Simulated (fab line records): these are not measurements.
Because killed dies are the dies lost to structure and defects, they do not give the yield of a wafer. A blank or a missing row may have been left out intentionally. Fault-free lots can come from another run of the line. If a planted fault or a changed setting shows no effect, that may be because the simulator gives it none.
A struck lot beside a sound one :: flow n5_finfet :: 37 out of 1938 route steps
Sound: the wafers L357.2, L357.6. The struck wafers were L368.1, L368.2, L368.3. The cause comes at the end.
For every step that has rows: the tool of each side, followed by ch and its chambers, followed by its first start. Under that, the readings that differ: sound wafers :: struck wafers :: difference of the means :: sigmas: that difference in standard deviations of wafers without a fault.
alike: words and numbers the same on both sides, and readings whose means are apart by under 2 such deviations; not compared: readings that were withheld, readings missing a value for some wafer, numbers with overlapping values and no deviation given by the record, and bounds like >300 which may hide the same value.
A row with sigmas, a row that says differs or no value, or rows on one side alone: a step with any of these is where the two part. Numbers that don't overlap but have no deviation are shown without sigmas and don't part them. A reading that every wafer of one side lacks parts them only if that side has two wafers or more.

first, 9 steps without rows for these wafers: N5_WELL_APT_COAT_19 (resist thk 950 nm); N5_WELL_APT_EBR_21; N5_WELL_APT_SOFTBAKE_20 (time 60 s); N5_WELL_APT_EXPOSE_22 (exposes mask PWELL, defocus 0 nm, target cd 200 nm); N5_WELL_APT_PEB_23 (peb time 90 s); N5_WELL_APT_DEVELOP_24 (develop time 45 s); N5_WELL_APT_HARDBAKE_29 (time 120 s); N5_WELL_APT_DESCUM_30 (chemistry O2, time 7.9 s); N5_WELL_APT_IMPLANT_31.
N5_WELL_APT_IMPLANT_32:
  sound on implanter-01 ch 0, day 4 09:13; struck on implanter-01 ch 0, day 7 03:25
reading: dose_ions_cm2
sound: 2.0004e+13 1.998e+13
struck: 3.8061e+13 3.8058e+13 3.8065e+13
difference: +1.8069e+13
sigmas: +99 or more

reading: faraday_current_uA
sound: 252 254
struck: 479 477 485
difference: +227
sigmas: +43
then, 25 steps without rows for these wafers: N5_WELL_APT_STRIP_33 (strips in SPM, time 900 s); N5_WELL_APT_RTA_34 (time 10 s); N5_WELL_APT_OXIDE_STRIP_42 (strips SiO2 in dHF, time 45 s, target depth 12 nm); N5_WELL_APT_PRECLEAN_36 (cleans in O3/DIW, time 45 s); N5_WELL_APT_PRECLEAN_39 (cleans in dHF, time 60 s); N5_WELL_APT_SRD_37 (time 30 s); N5_WELL_APT_EPI_41 (deposits Si from SiH4/H2, target thk 50 nm, time 297.7 s); N5_PMOS_HMC_CHANNEL_EPI_HM_DEP_34 (deposits SiO2 from TEOS/O2, target thk 36 nm, time 6.9 s); N5_PMOS_HMC_CHANNEL_EPI_COAT_31 (time 60 s, resist thk 66 nm); N5_PMOS_HMC_CHANNEL_EPI_COAT_03 (resist thk 205 nm); N5_PMOS_HMC_CHANNEL_EPI_EBR_05; N5_PMOS_HMC_CHANNEL_EPI_SOFTBAKE_04 (time 60 s); N5_PMOS_HMC_CHANNEL_EPI_EXPOSE_06 (exposes mask PMOS HMC BLK, target cd 240 nm); N5_PMOS_HMC_CHANNEL_EPI_PEB_07 (peb time 60 s); N5_PMOS_HMC_CHANNEL_EPI_DEVELOP_08 (develop time 30 s); N5_PMOS_HMC_CHANNEL_EPI_DESCUM_14 (chemistry O2, time 7.9 s); N5_PMOS_HMC_CHANNEL_EPI_ETCH_32 (etches BARC in N2/H2, stops on SiO2, target depth 85.8 nm, time 50.3 s); N5_PMOS_HMC_CHANNEL_EPI_HM_OPEN_15 (chemistry CHF3/O2, target SiO2, target depth 40.6 nm, time 20.3 s); N5_PMOS_HMC_CHANNEL_EPI_STRIP_33 (strips in N2/H2); N5_PMOS_HMC_CHANNEL_EPI_STRIP_17 (strips in SPM, time 750 s); N5_PMOS_HMC_CHANNEL_EPI_ETCH_38 (etches SiO2 in CF4, target depth 1.5 nm); N5_PMOS_HMC_CHANNEL_EPI_FIN_RECESS_16 (chemistry HBr/Cl2, target Si, target depth 54 nm, time 18 s); N5_PMOS_HMC_CHANNEL_EPI_PRECLEAN_36 (cleans in O3/DIW, time 45 s); N5_PMOS_HMC_CHANNEL_EPI_PRECLEAN_18 (cleans in DHF, time 30 s); N5_PMOS_HMC_CHANNEL_EPI_SRD_19 (time 30 s).
-- here the record skips 6 days between the struck wafers' starts before and after, leaving off in module PMOS_HMC_CHANNEL_EPI and picking up in module BEOL_M4 (first step shown: number 1111 of the route) --
N5_BEOL_M4_RC_MEAS_101:
  sound on prober-02 ch 0, day 11 09:37; struck on prober-01 ch 0, day 13 12:46
reading: CJ_N
sound: 4.23 4.18
struck: 6.36 6.39 6.17
difference: +2.10
sigmas: +16

reading: IOFF_N_LONG (nA/um)
sound: 5.2e-05 5.1e-05
struck: 8.7e-05 8.6e-05 8.1e-05
difference: +3.3e-05
sigmas: +10

reading: RS_PWELL (ohm/sq)
sound: 3018 3003
struck: 2909 2877 2903
difference: -114
sigmas: -5
  alike: DIBL_N, DIBL_P, IOFF_N, IOFF_P, ION_N, ION_P, SS_N, SS_P, VT_N, VT_P
-- a jump in the record: the struck wafers' starts before and after are 4 days apart (it breaks off in module BEOL_M4 and resumes in module PASSIVATION, where the first step shown is number 1936 of the route) --
N5_PASSIVATION_PROBE_49:
  sound on prober-02 at day 15 12:30; struck on prober-01 at day 17 16:52
  alike: defect_limited_yield, killed_at_M0_to_M3, killed_at_M4_up, killed_at_contacts, killed_at_front_end, killed_at_other, killed_dies, killed_open, killed_short, sort_bin_5_function, sort_bin_6_memory, sort_n_pass, sort_yield_pct

WHERE THEY PART
First at N5_WELL_APT_IMPLANT_32; last, within this record, at N5_BEOL_M4_RC_MEAS_101. Later steps at which nothing parts them and some readings are alike: N5_PASSIVATION_PROBE_49.

WHY: whatever the simulator had introduced
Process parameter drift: implanter-01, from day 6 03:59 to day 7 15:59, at N5_WELL_APT_IMPLANT_32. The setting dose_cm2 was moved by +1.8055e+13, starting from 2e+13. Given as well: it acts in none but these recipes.
